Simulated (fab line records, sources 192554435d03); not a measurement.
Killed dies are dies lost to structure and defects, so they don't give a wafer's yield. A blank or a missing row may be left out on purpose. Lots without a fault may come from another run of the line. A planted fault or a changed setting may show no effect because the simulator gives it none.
Split-lot experiment | flow n5_finfet | 7 lots, 21 wafers read, on a route of 1938 steps

THE SPLIT
At N5_BEOL_M1_PECVD_72 (deposits SiO2 from TEOS/O2, target thk 16 nm, time 18 s), the setting time_s was moved away from the recipe's 18 s on 6 of the 21 wafers read, by -11.9% to -6.2%. The other wafers ran this setting at the recipe's value.

The reading is taken at the split's own step.

THE READING
SiO2_of_BEOL_M1_PECVD_72.thk_nm (the simulator's own value, which no gauge read), in nm, at N5_BEOL_M1_PECVD_72 (deposits SiO2 from TEOS/O2, target thk 16 nm, time 18 s). The file gives no usual value for it. The 15 wafers here that ran the recipe average 16.0 nm, standard deviation 0.2 nm.

wafer  | tool, chamber at the split | time_s as run, s | against the recipe | SiO2_of_BEOL_M1_PECVD_72.thk_nm, nm | against lot-mates on the recipe
L077.1 | pecvd-03, 0                | 18               | recipe             | 16.2                                | -
L077.2 | pecvd-03, 2                | 18               | recipe             | 15.8                                | -
L077.4 | pecvd-03, 2                | 18               | recipe             | 16                                  | -
L079.1 | pecvd-03, 1,0              | 18               | recipe             | 16                                  | -
L079.3 | pecvd-03, 1,0              | 18               | recipe             | 16                                  | -
L079.4 | pecvd-03, 1                | 18               | recipe             | 16.4                                | -
L087.1 | pecvd-03, 0                | 18               | recipe             | 15.8                                | -
L087.2 | pecvd-03, 1                | 16.14            | -10.3%             | 14.6                                | -1.2
L087.4 | pecvd-03, 1                | 16.14            | -10.3%             | 14.8                                | -1.0
L089.2 | pecvd-03, 2                | 18               | recipe             | 15.6                                | -
L089.3 | pecvd-03, 1                | 18               | recipe             | 16                                  | -
L089.6 | pecvd-03, 0                | 18               | recipe             | 16.2                                | -
L092.2 | pecvd-01, 2                | 18               | recipe             | 15.8                                | -
L092.4 | pecvd-01, 2                | 15.86            | -11.9%             | 14.2                                | -1.6
L092.5 | pecvd-01, 0                | 15.86            | -11.9%             | 14.6                                | -1.2
L093.3 | pecvd-01, 2                | 18               | recipe             | 15.8                                | -
L093.5 | pecvd-01, 0                | 16.38            | -9.0%              | 15                                  | -0.9
L093.6 | pecvd-01, 2                | 18               | recipe             | 16                                  | -
L096.3 | pecvd-02, 0                | 18               | recipe             | 16                                  | -
L096.4 | pecvd-02, 0                | 18               | recipe             | 15.8                                | -
L096.6 | pecvd-02, 1                | 16.88            | -6.2%              | 15.2                                | -0.7
Where a row lists several chambers, the file gives one row for several wafers and doesn't say which wafer went through which chamber.

THE FIT
A straight line over all 21 wafers: SiO2_of_BEOL_M1_PECVD_72.thk_nm changes by +0.125 nm for each +1% of time_s; r = +0.95; the points scatter about the line by 0.19 nm.
The same after taking each lot's own level away (the mean of its wafers on the recipe; 21 wafers): +0.111 nm for each +1%; r = +0.95; scatter 0.17 nm.
On that fit, the largest move of time_s shifts the reading by 1.3 nm.
The lots' own levels span 15.80 to 16.13 nm, that is 1.7 times the standard deviation above.
So the lot-to-lot level changes the slope: the two fits differ.
Check: with one of the wafers moved furthest among these (-11.9%) left out of the fit, the line predicts -1.24 nm for it against its lot-mates. It came out at -1.6 nm against them.

OTHER SPLITS ON THESE WAFERS
These wafers also went through other splits before the reading. Each is held against what the fit with the lots' levels taken away leaves over:
other split on the same wafers        | wafers away from the commonest value | r with SiO2_of_BEOL_M1_PECVD_72.thk_nm (lot level and that fit taken away)
N5_MOL_CONTACT_COAG_COAT_64 spin_rpm  | 7                                    | -0.09
N5_MOL_CONTACT_COAG_EXPOSE_37 dose_mj | 5                                    | -0.09
N5_BEOL_M0_SAQP_COAT_08 spin_rpm      | 5                                    | +0.24
N5_BEOL_M0_SAQP_EXPOSE_11 dose_mj     | 5                                    | -0.04

THE FILE'S OWN FIT
SiO2_of_BEOL_M1_PECVD_72.thk_nm changes by +0.11 nm for each +1% of time_s, r = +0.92.
